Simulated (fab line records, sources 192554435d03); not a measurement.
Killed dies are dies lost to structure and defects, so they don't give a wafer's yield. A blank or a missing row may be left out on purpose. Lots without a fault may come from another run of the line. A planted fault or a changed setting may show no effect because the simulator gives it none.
A struck lot beside a sound one | flow n5_finfet | 20 steps out of a route of 1938
Sound: wafers L730.4, L730.5, L730.6. Struck: wafer L743.1. (L743.2, L743.6 of the same lot were not struck and are left out.) The cause comes at the end.
At each step with rows: each side's tool, then ch and its chambers, then its first start. Under that, the readings that differ: sound wafers | struck wafers | difference of the means | sigmas: that difference in standard deviations of wafers without a fault.
alike: readings whose means differ by less than 2 such deviations, and words and numbers that are the same on both sides. not compared: withheld readings, readings that some wafer has no value for, bounds like >300 that may hide the same value, and numbers for which the record gives no deviation and whose values overlap.
The two part at a step that has a row with sigmas, a row that says differs or no value, or rows on one side only. Numbers that don't overlap but have no deviation are shown without sigmas and don't part them. A reading that every wafer of one side lacks parts them only if that side has two wafers or more.

first, 1 step without rows for these wafers: N5_HKMG_FIN_COAT_66 (time 60 s, resist thk 300 nm).
N5_HKMG_FIN_ETCH_67: etches SOC in N2/H2, stops on TiN, target depth 388.9 nm.
  sound on rie_diel-04 ch 1,2,3, day 5 11:35; struck on rie_diel-04 ch 2, day 8 20:34
  reading                | sound | struck | difference                   | sigmas
  rf_hours_counter_h (h) | - - - | 204    | no value on the sound wafers |
  alike: drypump_motor_current_A, oes_product_au, rf_vpp_V, showerhead_plenum_p_Torr, throttle_valve_pct
N5_HKMG_FIN_STRIP_90: strips SOC in N2/H2, time 20 s.
  sound on rie_diel-04 ch 1,2,3, day 5 11:39; struck on rie_diel-04 ch 2, day 8 20:37
  reading                | sound | struck | difference                   | sigmas
  rf_hours_counter_h (h) | - - - | 204    | no value on the sound wafers |
  alike: drypump_motor_current_A, oes_product_au, rf_vpp_V, showerhead_plenum_p_Torr, throttle_valve_pct
then, 1 step without rows for these wafers: N5_HKMG_FIN_WET_ETCH_73 (etches the open film in SC1, time 42.3 s, target depth 1.3 nm, rinse time 30 s).
N5_HKMG_FIN_ETCHBACK_68: etches the open film in Cl2/Ar, stops on HfO2, target depth 0.5 nm.
  sound on rie_metal-01 ch 0,1, day 5 11:49; struck on rie_metal-03 ch 0, day 8 20:47
  reading                | sound | struck | difference                   | sigmas
  rf_hours_counter_h (h) | - - - | 11     | no value on the sound wafers |
  alike: drypump_motor_current_A, oes_product_au, throttle_valve_pct
then, 2 steps without rows for these wafers: N5_HKMG_FIN_STRIP_69 (strips in N2/H2, time 360 s); N5_HKMG_FIN_ALD_21 (deposits TiN, target thk 1.5 nm, pulse time 1 s, purge time 3 s).
N5_HKMG_FIN_ALD_72: deposits W, target thk 2 nm, pulse time 1 s, purge time 2 s.
  sound on cvd_w-01 ch 0,1, day 5 12:41; struck on cvd_w-02 ch 1, day 8 21:40
  alike: heater_power_w, precursor_pulse_height_rel
then, 4 steps without rows for these wafers: N5_HKMG_FIN_W_FILL_22 (material W, target thk 60 nm, time 18.2 s); N5_HKMG_FIN_PRECLEAN_83 (cleans in DIW, time 57.5 s); N5_HKMG_FIN_SRD_84 (dry time 32 s); N5_HKMG_FIN_CMP_23 (polishes, stops on SiNx, t overpolish 10 s, target thk 46.326 nm).
N5_HKMG_FIN_CMP_94: polishes, stops on SiNx, t overpolish 4.7 s, target thk 43.299 nm.
  sound on cmp-03 ch 0,3, day 5 13:20; struck on cmp-03 ch 3, day 8 22:21
  reading                              | sound             | struck | difference | sigmas
  slurry_flow_ml_min                   | 150.0 150.0 150.3 | 149.0  | -1.1       | -2
  model.SiNx_of_SDB_ALD_29.thk_nm (nm) | 28.6 28.2 28.4    | 28     | +0         |
  alike: motor_current_A, slurry_filter_dp_kPa
N5_HKMG_FIN_INSPECT_28: inspects for defects (darkfield).
  sound on defect_inspect-02, day 5 13:32; struck on defect_inspect-02, day 8 22:33
  alike: raw_defect_count
then, 2 steps without rows for these wafers: N5_GATE_CUT_ETCHBACK_00 (etches W in SF6/Cl2); N5_GATE_CUT_ETCH_56 (etches TiN in Cl2/Ar, target depth 21.6 nm).
N5_GATE_CUT_ETCHBACK_30: etches TiN in Cl2/Ar, target depth 3 nm.
  sound on rie_metal-01 ch 0,1, day 5 13:47; struck on rie_metal-01 ch 1, day 8 22:48
  reading                              | sound          | struck | difference                   | sigmas
  rf_hours_counter_h (h)               | - - -          | 41     | no value on the sound wafers |
  model.SiNx_of_SDB_ALD_29.thk_nm (nm) | 27.4 27.2 27.2 | 26.8   | -0.5                         |
  alike: drypump_motor_current_A, oes_product_au, throttle_valve_pct
N5_GATE_CUT_VAPOR_ETCH_60: etches HfO2 in BCl3/Cl2.
  sound on rie_metal-01 ch 0,1, day 5 13:49; struck on rie_metal-01 ch 1, day 8 22:50
  alike: drypump_motor_current_A, oes_product_au
-- the record jumps here: 5 days lie between the struck wafers' starts before and after (it left off in module GATE_CUT and takes up again in module BEOL_M4, whose first step shown is number 1111 of the route) --
N5_BEOL_M4_RC_MEAS_101:
  sound on prober-02 ch 0, day 11 02:08; struck on prober-02 ch 0, day 14 01:40
  reading        | sound          | struck | difference | sigmas
  DIBL_N (mV/V)  | 34.6 32.3 34.6 | 39.0   | +5.2       | +3
  DIBL_P (mV/V)  | 33.7 32.2 33.3 | 37.8   | +4.7       | +2
  IOFF_N (nA/um) | 0.12 0.10 0.12 | 0.18   | +0.07      | +2
  SS_P (mV/dec)  | 73.2 72.6 72.5 | 74.2   | +1.4       | +2
  VT_N (mV)      | 256 259 256    | 249    | -8         | -2
  alike: IOFF_P, ION_N, ION_P, SS_N, VT_P
-- the record jumps here: 5 days lie between the struck wafers' starts before and after (it left off in module BEOL_M4 and takes up again in module PASSIVATION, whose first step shown is number 1936 of the route) --
N5_PASSIVATION_PROBE_49:
  the record has rows for the struck wafers here (prober-01, day 18 14:04) and none for the sound ones

WHERE THEY PART
First at N5_HKMG_FIN_ETCH_67; last, within this record, at N5_PASSIVATION_PROBE_49.

WHY: what the simulator had put in
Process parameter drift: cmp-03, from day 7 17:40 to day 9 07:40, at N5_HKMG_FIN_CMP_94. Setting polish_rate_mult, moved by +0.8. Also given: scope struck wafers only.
